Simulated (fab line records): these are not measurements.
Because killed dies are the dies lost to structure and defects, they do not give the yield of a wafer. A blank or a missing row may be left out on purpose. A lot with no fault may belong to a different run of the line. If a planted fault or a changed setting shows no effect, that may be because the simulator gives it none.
Chamber matching || flow n5-finfet || cvd-co-02 running N5_BEOL_M0_CO_CAP_123: 3 sister chambers
The step material Co, precursor CCTBA/H2, target thk 2 nm, time 102.1 s. 3 wafers are shown with their chamber, then 12 later ones without.

## WAFERS WITH THEIR CHAMBER
{"wafer": "L088.2", "chamber": 0, "heater-power-w (W)": 242}
{"wafer": "L088.5", "chamber": 1, "heater-power-w (W)": 202}
{"wafer": "L088.6", "chamber": 2, "heater-power-w (W)": 264}

## WAFERS WITHOUT THEIR CHAMBER
{"wafer": "L089.2", "heater-power-w (W)": 258}
{"wafer": "L089.3", "heater-power-w (W)": 202}
{"wafer": "L089.6", "heater-power-w (W)": 201}
{"wafer": "L091.2", "heater-power-w (W)": 203}
{"wafer": "L091.4", "heater-power-w (W)": 204}
{"wafer": "L091.5", "heater-power-w (W)": 255}
{"wafer": "L093.1", "heater-power-w (W)": 259}
{"wafer": "L093.3", "heater-power-w (W)": 207}
{"wafer": "L093.5", "heater-power-w (W)": 204}
{"wafer": "L095.2", "heater-power-w (W)": 248}
{"wafer": "L095.3", "heater-power-w (W)": 257}
{"wafer": "L095.5", "heater-power-w (W)": 259}

## THE CHAMBER EACH PASSED THROUGH
{"wafer": "L089.2", "from the rows above": 2, "in truth": 2}
{"wafer": "L089.3", "from the rows above": 1, "in truth": 1}
{"wafer": "L089.6", "from the rows above": 1, "in truth": 1}
{"wafer": "L091.2", "from the rows above": 1, "in truth": 1}
{"wafer": "L091.4", "from the rows above": 1, "in truth": 1}
{"wafer": "L091.5", "from the rows above": "can't be placed: 2 or 0", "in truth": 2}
{"wafer": "L093.1", "from the rows above": 2, "in truth": 2}
{"wafer": "L093.3", "from the rows above": 1, "in truth": 1}
{"wafer": "L093.5", "from the rows above": 1, "in truth": 1}
{"wafer": "L095.2", "from the rows above": 0, "in truth": 0}
{"wafer": "L095.3", "from the rows above": "can't be placed: 2 or 0", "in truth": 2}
{"wafer": "L095.5", "from the rows above": 2, "in truth": 2}
10 of 12 placed correctly. Unplaceable from these rows: 2, with the true chamber sitting among the candidates in 2. Wrongly placed: 0.
How it was worked out, from the rows above alone: a wafer's distance from a chamber is the root of the sum, over the readings, of the square of ((its reading less the chamber's mean) divided by the reading's scatter). If the next closest chamber is less than 2 further off than the closest, the wafer can't be placed; otherwise it belongs to the closest. The mean given for a chamber averages the wafers shown for that chamber. The scatter (one wafer shown for each chamber): square how far every hidden wafer sits from the nearest shown wafer, average those squares and take the square root.
